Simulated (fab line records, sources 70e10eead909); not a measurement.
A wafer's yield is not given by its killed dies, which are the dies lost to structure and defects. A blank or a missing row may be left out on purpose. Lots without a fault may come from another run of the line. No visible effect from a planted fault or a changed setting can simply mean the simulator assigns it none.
fab line records ; flow nandHarc
record: lots: 12; wafers: 36; lastDay: 33
route steps=1302 shown A_CHANNEL_FILL_D2@629 A_STAIRCASE@639 END@1302
lots untouched by any fault: they come from a run of this same line in which no faults occurred
startH: start of the lot's first displayed wafer, in hours after the record's first day ; waitH: hours from the lot's prior step to this one ; " same as the row above ; L1.1+2: several wafers, shown together as one row ; - no value present, or no start provided ; * or withheld: withheld ; < > ~ a bound
route shown NAME@n: a module of which the file shows steps, and the number in the route of the first ; usual: mean and standard deviation over wafers with no fault ; same: alike in all rows ; chamber/n: place in a boat ; sites: readings site by site ; _std_site: standard deviation of those values ; _edge_site: the outer-site mean with the inner-site mean subtracted ; radiusMm: for every site, how far away it sits from the centre of the wafer ; mask NAME#n: copy n ; behind: tool/chamber where the wafer was last shaped ; hold: why the lot went on hold/how many hours it stayed there/how the hold came to an end ; device: whichever transistor did not switch (one of n, p or np) ; end of line: tests run on the same wafers once the route is complete ; step lacking rows: just its recipe ; killed: count of dies lost to structure and defects at first sort (not the wafer's yield) ; map: a wafer's dies, x killed, . not, _ none there
set.NAME: the setting as run; set.NAME@STEP: as run at that earlier step ; model.NAME: the simulator's own value behind a step, which no gauge read
one table for each step of the route and one row for each wafer, over a sample of lots
services: a tool's chamber out of use, with start hour (startH, from the record's first day; less than 0 if before it), hours out, and reason
== steps ==
step: NHARC_A_CHANNEL_FILL_D2_STRIP_29
recipe: timeS: 20; o2FlowSccm: 500; arFlowSccm: 0; biasW: 0; chemistry: O2
usual: drypumpMotorCurrentA: 5.8/0.55; oesProductAu: 0.994/0.012; rfVppV: 57.6/0.94; showerheadPlenumPTorr: 3.45/0.12; throttleValvePct: 17.035/0.0084
same: biasW: 0
lot.wafer;tool;chamber;startH;waitH;drypumpMotorCurrentA;oesProductAu;rfHoursCounterH;rfVppV;showerheadPlenumPTorr;throttleValvePct
L403.1;rieDiel-02;1;-;-;6.7;0.988;4;57.8;3.63;17.032
L403.6;rieDiel-02;3;-;-;6.3;1.005;-;57.9;3.30;17.012
L403.5;rieDiel-02;0;-;-;5.2;0.977;-;56.9;3.37;17.027
L404.3;rieDiel-06;0;-;-;5.9;0.992;1;58.8;3.43;17.023
L404.1;rieDiel-06;1;-;-;5.4;1.006;1;57.1;3.35;17.033
L404.6;rieDiel-06;0;-;-;5.9;0.986;-;54.8;3.43;17.036
L405.2;rieDiel-02;2;367.05;0.2;5.0;0.985;5;58.3;3.46;17.053
L405.4;rieDiel-02;3;367.05;0.2;6.2;1.014;-;54.9;3.30;17.049
L405.6;rieDiel-02;2;367.05;0.2;5.0;0.991;-;56.4;3.46;17.038
L412.3;rieDiel-08;1;-;-;6.1;1.017;11;56.9;3.54;17.024
L412.2;rieDiel-08;3;-;-;5.6;0.981;12;57.3;3.32;17.022
L412.6;rieDiel-08;1;-;-;6.1;1.022;-;57.5;3.54;17.037
L417.3;rieDiel-02;1;-;-;6.7;0.997;2;58.5;3.62;17.049
L417.2;rieDiel-02;3;-;-;6.3;1.007;3;57.1;3.30;17.033
L417.1;rieDiel-02;0;-;-;5.2;0.987;2;57.2;3.37;17.034
L418.2;rieDiel-02;3;-;-;6.2;0.991;3;57.9;3.30;17.037
L418.1;rieDiel-02;1;-;-;6.6;0.978;4;57.5;3.62;17.042
L418.5;rieDiel-02;0;-;-;5.2;0.994;-;57.3;3.37;17.019
L420.4;rieDiel-02;3;-;-;6.2;0.998;4;57.6;3.30;17.027
L420.2;rieDiel-02;2;-;-;5.0;0.992;4;56.3;3.46;17.038
L420.6;rieDiel-02;3;-;-;6.2;0.996;-;56.8;3.30;17.035
L421.3;rieDiel-08;3;-;-;5.6;1.004;27;56.9;3.32;17.032
L421.1;rieDiel-08;0;-;-;6.0;0.997;24;59.4;3.55;17.030
L421.5;rieDiel-08;1;-;-;6.1;1.022;-;56.9;3.53;17.020
L422.3;rieDiel-02;3;-;-;6.3;1.007;4;56.9;3.30;17.032
L422.4;rieDiel-02;0;-;-;5.2;0.990;4;58.1;3.37;17.047
L422.5;rieDiel-02;3;-;-;6.2;1.003;-;55.9;3.30;17.035
L424.4;rieDiel-06;2;-;-;5.5;1.000;1;58.7;3.59;17.031
L424.1;rieDiel-06;3;-;-;5.4;0.994;1;57.0;3.36;17.045
L424.2;rieDiel-06;0;-;-;5.9;0.979;1;57.7;3.43;17.028
L423.3;rieDiel-02;0;-;-;5.2;1.004;5;58.6;3.37;17.036
L423.2;rieDiel-02;2;-;-;4.9;1.005;5;58.5;3.46;17.039
L423.6;rieDiel-02;1;-;-;6.6;0.980;-;57.8;3.62;17.034
L425.4;rieDiel-08;1;-;-;6.1;1.002;1;57.2;3.53;17.044
L425.5;rieDiel-08;3;-;-;5.6;0.999;-;56.6;3.31;17.038
L425.6;rieDiel-08;0;-;-;6.1;1.011;-;56.9;3.55;17.039
step: NHARC_A_CHANNEL_FILL_D2_CMP_10
recipe: targetThkNm: 150
usual: motorCurrentA: 12.5/1.4; slurryFilterDpKPa: 13.49/0.14; slurryFlowMlMin: 150.0/0.45; timeToEndpointS: 16/3
lot.wafer;tool;chamber;startH;waitH;motorCurrentA;slurryFilterDpKPa;slurryFlowMlMin;timeToEndpointS
L403.1;cmp-03;1;353.19;0.4;13.7;13.49;149.3;18
L403.6;cmp-03;0;353.19;0.4;13.3;13.38;149.8;18
L403.5;cmp-03;1;353.19;0.4;13.9;13.29;149.8;19
L404.1;cmp-03;1;364.89;0.4;14.3;13.52;150.2;18
L404.3;cmp-03;2;364.89;0.4;10.1;13.33;151.0;16
L404.6;cmp-03;0;364.89;0.4;13.5;13.39;150.3;15
L405.2;cmp-03;3;372.84;0.4;11.1;13.65;150.3;13
L405.4;cmp-03;0;372.84;0.4;13.2;13.61;149.5;16
L405.6;cmp-03;2;372.84;0.4;10.4;13.53;150.5;18
L412.3;cmp-01;1;447.81;0.4;15.5;13.36;149.6;16
L412.2;cmp-01;0;447.81;0.4;10.8;13.54;150.3;15
L412.6;cmp-01;1;447.81;0.4;15.0;13.40;149.5;14
L417.3;cmp-01;2;491.51;0.4;13.4;13.83;149.6;16
L417.2;cmp-01;3;491.51;0.4;10.2;13.68;150.4;20
L417.1;cmp-01;0;491.51;0.4;10.6;13.42;150.3;14
L418.1;cmp-04;2;514.79;0.4;11.9;13.58;150.1;16
L418.2;cmp-04;0;514.79;0.4;12.8;13.37;150.0;17
L418.5;cmp-04;3;514.79;0.4;13.2;13.48;149.5;12
L420.4;cmp-03;2;534.69;0.4;10.1;13.53;150.1;22
L420.2;cmp-03;0;534.69;0.4;13.8;13.51;149.5;24
L420.6;cmp-03;2;534.69;0.4;10.5;13.36;150.1;24
L421.1;cmp-01;2;534.71;0.4;13.4;13.58;150.6;16
L421.3;cmp-01;3;534.71;0.4;10.7;13.68;149.9;16
L421.5;cmp-01;1;534.71;0.4;14.2;13.55;149.7;13
L422.3;cmp-04;3;546.41;0.4;13.2;13.38;150.2;17
L422.4;cmp-04;1;546.41;0.4;12.2;13.50;149.5;15
L422.5;cmp-04;3;546.41;0.4;13.5;13.48;150.1;18
L423.3;cmp-04;0;560.42;0.4;14.0;13.44;150.1;14
L423.2;cmp-04;2;560.42;0.4;12.3;13.62;150.1;17
L423.6;cmp-04;1;560.42;0.4;12.2;13.52;150.1;12
L424.4;cmp-01;1;560.42;0.4;15.3;13.79;149.9;13
L424.2;cmp-01;2;560.42;0.4;13.3;13.73;149.2;12
L424.1;cmp-01;0;560.42;0.4;10.3;13.30;149.7;13
L425.4;cmp-04;3;573.06;0.4;13.0;13.56;150.1;13
L425.5;cmp-04;0;573.06;0.4;12.4;13.28;150.1;16
L425.6;cmp-04;1;573.06;0.4;12.8;13.63;150.9;11
step: NHARC_A_CHANNEL_FILL_D2_RTA_24
recipe: tempC: 1000; timeS: 5
usual: lampPowerPct: 31/3.2; wafer_temp_C_max: 1003.9/1.1
lot.wafer;tool;chamber;startH;waitH;lampPowerPct;wafer_temp_C_max
L403.1;rtpAnneal-01;0;353.58;0.0;28;1005.1
L403.5;rtpAnneal-01;0;353.58;0.0;28;1003.9
L403.6;rtpAnneal-01;0;353.58;0.0;28;1002.8
L404.1;rtpAnneal-02;0;365.29;0.0;34;1003.5
L404.3;rtpAnneal-02;0;365.29;0.0;34;1004.0
L404.6;rtpAnneal-02;0;365.29;0.0;34;1003.6
L405.2;rtpAnneal-02;0;373.53;0.4;34;1004.0
L405.4;rtpAnneal-02;0;373.53;0.4;34;1004.9
L405.6;rtpAnneal-02;0;373.53;0.4;34;1003.8
L412.2;rtpAnneal-02;0;448.26;0.1;34;1003.2
L412.3;rtpAnneal-02;0;448.26;0.1;34;1003.3
L412.6;rtpAnneal-02;0;448.26;0.1;34;1002.3
L412.2;rtpAnneal-02;0;448.63;0.3;34;1002.9
L412.3;rtpAnneal-02;0;448.63;0.3;34;1004.1
L412.6;rtpAnneal-02;0;448.63;0.3;34;1003.0
L417.1;rtpAnneal-02;0;491.90;0.0;34;1002.6
L417.2;rtpAnneal-02;0;491.90;0.0;34;1004.0
L417.3;rtpAnneal-02;0;491.90;0.0;34;1003.0
L417.1;rtpAnneal-02;0;492.55;0.6;34;1002.4
L417.2;rtpAnneal-02;0;492.55;0.6;34;1003.2
L417.3;rtpAnneal-02;0;492.55;0.6;35;1003.3
L418.1;rtpAnneal-01;0;515.32;0.1;28;1005.7
L418.2;rtpAnneal-01;0;515.32;0.1;28;1003.3
L418.5;rtpAnneal-01;0;515.32;0.1;28;1004.7
L421.1;rtpAnneal-01;0;535.10;0.0;28;1003.4
L421.3;rtpAnneal-01;0;535.10;0.0;28;1004.5
L421.5;rtpAnneal-01;0;535.10;0.0;28;1005.4
L420.2;rtpAnneal-02;0;535.13;0.1;34;1003.5
L420.4;rtpAnneal-02;0;535.13;0.1;34;1003.4
L420.6;rtpAnneal-02;0;535.13;0.1;34;1006.0
L422.3;rtpAnneal-02;0;546.88;0.1;34;1002.8
L422.4;rtpAnneal-02;0;546.88;0.1;34;1002.2
L422.5;rtpAnneal-02;0;546.88;0.1;34;1003.0
L424.1;rtpAnneal-02;0;560.96;0.2;34;1002.9
L424.2;rtpAnneal-02;0;560.96;0.2;34;1003.5
L424.4;rtpAnneal-02;0;560.96;0.2;34;1003.3
L423.2;rtpAnneal-01;0;561.09;0.3;28;1004.4
L423.3;rtpAnneal-01;0;561.09;0.3;28;1006.5
L423.6;rtpAnneal-01;0;561.09;0.3;28;1004.9
L425.4;rtpAnneal-01;0;573.49;0.1;28;1006.2
L425.5;rtpAnneal-01;0;573.49;0.1;28;1005.5
L425.6;rtpAnneal-01;0;573.49;0.1;28;1005.1
step: NHARC_A_STAIRCASE_DEP_156
recipe: targetThkA: 500; tempC: 400; targetThkNm: 50; flowSccm: 200; rfW: 450; material: SiNx
usual: heaterPowerW: 724/92; susceptorTempC: 399.96/0.23
lot.wafer;tool;chamber;startH;waitH;heaterPowerW;sinceWetCleanH;susceptorTempC
L403.1;pecvd-03;1;353.90;0.1;770;155;400.06
L403.6;pecvd-03;2;353.90;0.1;603;-;399.80
L403.5;pecvd-03;0;353.90;0.1;902;-;399.87
L404.3;pecvd-04;2;365.55;0.1;706;83;399.92
L404.1;pecvd-04;0;365.55;0.1;640;83;400.10
L404.6;pecvd-04;2;365.55;0.1;722;-;399.75
L405.2;pecvd-04;2;373.83;0.1;612;91;399.95
L405.4;pecvd-04;0;373.83;0.1;717;-;399.80
L405.6;pecvd-04;1;373.83;0.1;643;-;399.77
L412.2;pecvd-04;2;448.89;0.1;634;167;399.68
L412.3;pecvd-04;0;448.89;0.1;666;167;399.80
L412.6;pecvd-04;1;448.89;0.1;644;-;400.17
L417.3;pecvd-04;2;492.82;0.1;680;29;399.92
L417.1;pecvd-04;0;492.82;0.1;630;29;399.94
L417.2;pecvd-04;1;492.82;0.1;643;30;399.79
L418.1;pecvd-04;0;515.62;0.1;683;52;399.79
L418.2;pecvd-04;1;515.62;0.1;622;52;399.96
L418.5;pecvd-04;0;515.62;0.1;697;-;400.00
L421.3;pecvd-01;1;535.40;0.1;866;30;399.70
L421.1;pecvd-01;2;535.40;0.1;750;30;400.44
L421.5;pecvd-01;0;535.40;0.1;765;-;399.69
L420.2;pecvd-04;1;535.43;0.1;678;72;399.97
L420.4;pecvd-04;2;535.43;0.1;606;-;400.37
L420.6;pecvd-04;0;535.43;0.1;780;-;400.03
L422.4;pecvd-03;0;547.29;0.3;752;-;399.97
L422.3;pecvd-03;2;547.29;0.3;554;-;399.95
L422.5;pecvd-03;0;547.29;0.3;760;-;399.72
L423.2;pecvd-04;2;561.35;0.1;680;98;399.83
L423.3;pecvd-04;0;561.35;0.1;746;98;400.09
L423.6;pecvd-04;2;561.35;0.1;701;-;399.91
L424.2;pecvd-03;0;561.43;0.1;827;1;399.76
L424.1;pecvd-03;1;561.43;0.1;773;1;399.85
L424.4;pecvd-03;0;561.43;0.1;837;-;400.07
L425.4;pecvd-01;1;573.80;0.2;843;-;399.87
L425.6;pecvd-01;2;573.80;0.2;819;-;400.13
L425.5;pecvd-01;1;573.80;0.2;848;-;400.41
step: NHARC_END_SORT_01
recipe: tempC: 25
usual: killedAtArray: 52/19; killedAtOther: 1.0/1.2; killedAtPeriphery: 4.1/2.8; killedDies: 57/19; killedOpen: 3.1/1.7; killedShort: 2.5/1.5
same: grossDies: 677
lot.wafer;tool;chamber;startH;waitH;killedAtArray;killedAtOther;killedAtPeriphery;killedDies;killedOpen;killedShort
L417.1;prober-02;0;693.70;2.5;24;0;0;24;4;2
L417.2;prober-02;0;694.49;2.8;61;1;3;65;8;2
L417.3;prober-02;0;695.29;3.1;47;1;2;50;6;4
killed by level:class
L417.1 A_CHANNEL_HOLE_D2:chamberFilmFlake=7 A_SLIT:chamberFilmFlake=6 A_CONTACT:chamberFilmFlake=3 A_CHANNEL_FILL_D1:geometricParticle:short=2 A_ONON_D1:geometricParticle:open=1 A_CHANNEL_FILL_D1:geometricParticle:open=1 A_BLC:geometricParticle:open=1 A_M0:geometricParticle:open=1
L417.2 A_SLIT:chamberFilmFlake=27 A_CHANNEL_HOLE_D2:chamberFilmFlake=16 A_CHANNEL_HOLE_D1:chamberFilmFlake=5 A_CHANNEL_FILL_D2:geometricParticle:open=3 A_DECK1_JOINT:geometricParticle:open=2 A_WL_FILL:chamberFilmFlake=2 A_CONTACT:chamberFilmFlake=2 P_CONTACT:geometricParticle:short=1
L417.3 A_CHANNEL_HOLE_D2:chamberFilmFlake=19 A_SLIT:chamberFilmFlake=13 A_CHANNEL_FILL_D1:geometricParticle:open=2 A_M0:geometricParticle:open=2 A_WL_FILL:chamberFilmFlake=2 P_STI:geometricParticle:short=1 A_CHANNEL_FILL_D1:geometricParticle:short=1 A_ONON_D2:geometricParticle:short=1
== services ==
tool;chamber;startH;hours;kind
cmp-04;-;330.74;1.3;repair
pecvd-04;-;334.11;0.2;repair
cmp-03;-;358.13;4.0;pm
rtpAnneal-01;-;372.00;12.0;pm
cmp-03;-;374.46;12.2;repair
rieDiel-02;2;374.56;2.3;repair
rieDiel-02;3;379.34;8.6;repair
cmp-01;-;383.01;4.0;pm
rieDiel-02;-;393.70;9.0;pm
cmp-04;-;406.72;4.0;pm
rieDiel-02;1;406.78;1.4;repair
rieDiel-02;-;409.59;0.2;repair
cmp-04;-;444.64;1.2;repair
rieDiel-02;0;446.74;13.2;repair
cmp-03;-;447.63;0.6;repair
pecvd-04;-;450.37;13.0;pm
cmp-03;-;456.13;4.0;pm
cmp-04;-;476.76;4.4;repair
cmp-01;-;481.01;4.0;pm
cmp-04;-;490.61;3.1;repair
cmp-04;-;504.72;4.0;pm
cmp-04;-;516.93;0.8;repair
rieDiel-02;1;544.54;2.0;repair
rieDiel-02;-;570.70;9.0;pm
== key ==
firstSign: step: NHARC_A_CHANNEL_FILL_D2_RTA_24; reading: visit; direction: added
effect none on later readings
metAt NHARC_A_CHANNEL_FILL_D2_RTA_24
struckLots L412,L417
testerLeftOut L412,L417
notActingAt NHARC_A_CHANNEL_FILL_D2_STRIP_29,NHARC_A_CHANNEL_FILL_D2_CMP_10,NHARC_A_STAIRCASE_DEP_156
fault: kind: repeatedStepWhole; tool: rtpAnneal-01,rtpAnneal-02; chamber: -; onsetH: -; steps: NHARC_A_CHANNEL_FILL_D2_RTA_24; times: 1; scope: struckLotsOnly
testerLeftOut: of these lots the tester's yield and bins aren't shown, on N5 and GAA mostly nor the transistor test; their killed dies are dies lost to structure and defects alone, not to doping, threshold or leakage, so they don't give the yield
